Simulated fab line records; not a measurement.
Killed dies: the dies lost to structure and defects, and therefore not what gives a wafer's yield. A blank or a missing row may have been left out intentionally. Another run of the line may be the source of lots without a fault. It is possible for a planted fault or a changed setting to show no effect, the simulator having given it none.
Problem report, 8D (eight disciplines) form, completed by code | flow nandHarc | the parts of the form that need people (team, actions taken, sign-off) are left out

## 1. THE ISSUE
Wafers without a fault read 163.97 W, standard deviation 0.27; heaterPowerTotalW at NHARC_P_ZERO_WELL_PEB_22 reads a mean of 168.80 W on 9 wafers belonging to 3 lots. That is +18 standard deviations from the usual mean.
The step: peb time 85 s.
Earliest sighting: wafer L175.1 on lithoTrack-03 at day 3 14:25. Wafers with a number at this step in the record: 33, from 11 lots. Rule for "out", or "out of limits": more than 4 standard deviations from the usual mean. Any other wafer with a number is counted as sound.

## 2. WHAT THIS IS AND IS NOT
question                    | is                            | is not
which readings at this step | heaterPowerTotalW, plateTempC | -
which lots                  | L175, L176, L177              | L167, L168, L174, L185, L186, L188, L189, L190
which wafers of those lots  | all that have a number        | -
read on which tools         | lithoTrack-03                 | lithoTrack-05, lithoTrack-07
when                        | from day 3 14:25              | up to then (9 sound wafers); but 15 sound wafers of L185, L186, L188, L189, L190 came after

## 3. WHAT RULES OUT EACH SUSPECT
Counting: a tool at any process step up to the reading remains a suspect when it ran all the lots that are out and ran no sound lot after the first of those.
- lithoTrack-03 at NHARC_P_ZERO_WELL_PEB_22 (peb time 85 s): kept. All lots that are out passed through it, beginning with L175 at day 3 14:25, and no sound lot followed; its final sound lot before that point was L174 at day 3 08:22. Out on those wafers are its own readings of heaterPowerTotalW, plateTempC.
Left after counting: lithoTrack-03 at NHARC_P_ZERO_WELL_PEB_22.

## 4. THE CAUSE (what the simulator had put in)
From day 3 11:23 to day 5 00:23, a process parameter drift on lithoTrack-03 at NHARC_P_ZERO_WELL_PEB_22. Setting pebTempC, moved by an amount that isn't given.
After counting, this tool was the only one left.

## 5. THE CHAIN OF EFFECTS, in route order
Rows list readings where the struck wafers' mean (over those with a number) sits beyond 3 standard deviations from the usual. Only readings whose record carries a usual standard deviation are examined. hours: median over the lots of the time between each lot's start at the first step of this table that gives one and its start at this step. sigmas: the change, counted in usual standard deviations.
hours | step                     | reading           | usual    | on struck wafers | change | sigmas
0     | NHARC_P_ZERO_WELL_PEB_22 | heaterPowerTotalW | 163.97 W | 168.80           | +4.83  | +18
0     | NHARC_P_ZERO_WELL_PEB_22 | plateTempC        | 117.98 C | 120.50           | +2.52  | +18
Its process steps:
- NHARC_P_ZERO_WELL_PEB_22: peb time 85 s.

## 6. HOW IT WOULD HAVE BEEN CAUGHT EARLIER
3 hours passed between the start of the fault at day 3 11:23 and the first reading out of limits in this record, taken at day 3 14:25.
